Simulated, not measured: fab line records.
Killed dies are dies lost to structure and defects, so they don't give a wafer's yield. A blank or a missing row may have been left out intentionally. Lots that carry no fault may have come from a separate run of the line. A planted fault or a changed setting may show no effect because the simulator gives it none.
A single fault, viewed from 3 desks    flow n5Finfet    what lay behind the numbers comes last; until then each desk has only its own

== THE METROLOGY DESK ==
What the gauges read, lot by lot, whatever tool the lot ran on: means of the sampled wafers that have a number. A lot is out of limits, marked OUT, if its mean lies more than 4 standard deviations from the usual mean; the brackets give that distance. Readings shown: 7 of its 10, picked as those furthest out on some lot.
Columns: A = DIBL_N at N5_BEOL_M4_RC_MEAS_101, usual 35.7 mV/V; B = DIBL_P at N5_BEOL_M4_RC_MEAS_101, usual 35.7 mV/V; C = IOFF_N at N5_BEOL_M4_RC_MEAS_101, usual 0.155 nA/um; D = IOFF_P at N5_BEOL_M4_RC_MEAS_101, usual 0.20 nA/um; E = ION_P at N5_BEOL_M4_RC_MEAS_101, usual 462 uA/um; F = SS_P at N5_BEOL_M4_RC_MEAS_101, usual 73.1 mV/dec; G = VT_P at N5_BEOL_M4_RC_MEAS_101, usual -251 mV
lot   first seen here  A     B     C      D     E    F     G
L630  day 9 02:08      34.6  34.8  0.156  0.21  465  72.6  -249
L638  day 10 16:27     36.3  37.0  0.156  0.19  462  73.7  -254
L640  day 11 12:53     35.0  35.3  0.161  0.22  473  73.4  -248
L641  day 11 15:58     37.9  38.1  0.194  0.23  464  73.4  -251
L643  day 11 21:01     37.9  38.4  0.173  0.23  462  73.5  -249
L642  day 12 03:38     34.9  35.7  0.146  0.18  461  72.8  -250
L646  day 13 05:15     34.0  34.8  0.130  0.15  454  72.9  -257
L648  day 13 17:22     35.0  35.5  0.144  0.19  457  72.8  -254
L649  day 14 00:05     34.9  34.5  0.152  0.20  461  72.8  -251
Finding of this desk: none of the 9 lots has anything out of limits.

== TOOL OWNER'S DESK, rieDiel-05 ==
The tool's own readings at N5_BEOL_M0_SAQP_ETCH_101 (etches SiNx in CH3F/O2, target depth 29.9 nm, time 42.7 s): means of the sampled wafers that have a number, for each lot that ran on this tool. A lot is out of limits, marked OUT, if its mean lies more than 4 standard deviations from the usual mean; the brackets give that distance.
Columns: A = CH3F_flow_sccm at N5_BEOL_M0_SAQP_ETCH_101, usual 29.99 sccm; B = O2_flow_sccm at N5_BEOL_M0_SAQP_ETCH_101, usual 19.99 sccm; C = drypumpMotorCurrentA at N5_BEOL_M0_SAQP_ETCH_101, usual 5.7 A; D = oesProductAu at N5_BEOL_M0_SAQP_ETCH_101, usual 0.83 a.u.; E = rfVppV at N5_BEOL_M0_SAQP_ETCH_101, usual 298 V; F = showerheadPlenumPTorr at N5_BEOL_M0_SAQP_ETCH_101, usual 2.02 Torr; G = throttleValvePct at N5_BEOL_M0_SAQP_ETCH_101, usual 16.32 %
lot   first seen here  A      B      C    D     E    F     G
L630  day 6 11:37      29.98  19.98  6.0  0.76  298  2.06  16.53
L638  day 8 02:40      30.01  19.97  5.8  0.87  299  2.01  16.37
L640  day 9 01:11      29.96  20.04  5.8  0.80  297  2.03  16.35
L643  day 9 10:31      30.02  19.93  5.6  0.77  298  1.97  16.22
L642  day 9 17:32      29.85  20.05  5.6  0.78  297  1.97  16.23
Finding of this desk: none of the 5 lots has anything out of limits.

== THE DEFECT DESK ==
Inspection counts along the route, by lot: the mean over sampled wafers that carry a number. A lot is out of limits, marked OUT, if its mean lies more than 4 standard deviations from the usual mean; the brackets give that distance.
Columns: A = rawDefectCount at N5_BEOL_M0_SAQP_INSPECT_16, usual 521
lot   first seen here  A
L630  day 6 09:46      601
L638  day 8 00:58      407
L641  day 8 17:40      748
L640  day 8 19:25      427
L643  day 9 08:35      341
L642  day 9 13:44      353
L646  day 10 05:40     437
L648  day 10 17:04     565
L649  day 10 22:08     478
Finding of this desk: none of the 9 lots has anything out of limits.

== TAKEN TOGETHER ==
The metrology desk saw nothing out of limits.
The desk of the tool owner found nothing out of limits.
Nothing out of limits was seen by the defect desk.

== WHAT THE SIMULATOR HAD PUT IN ==
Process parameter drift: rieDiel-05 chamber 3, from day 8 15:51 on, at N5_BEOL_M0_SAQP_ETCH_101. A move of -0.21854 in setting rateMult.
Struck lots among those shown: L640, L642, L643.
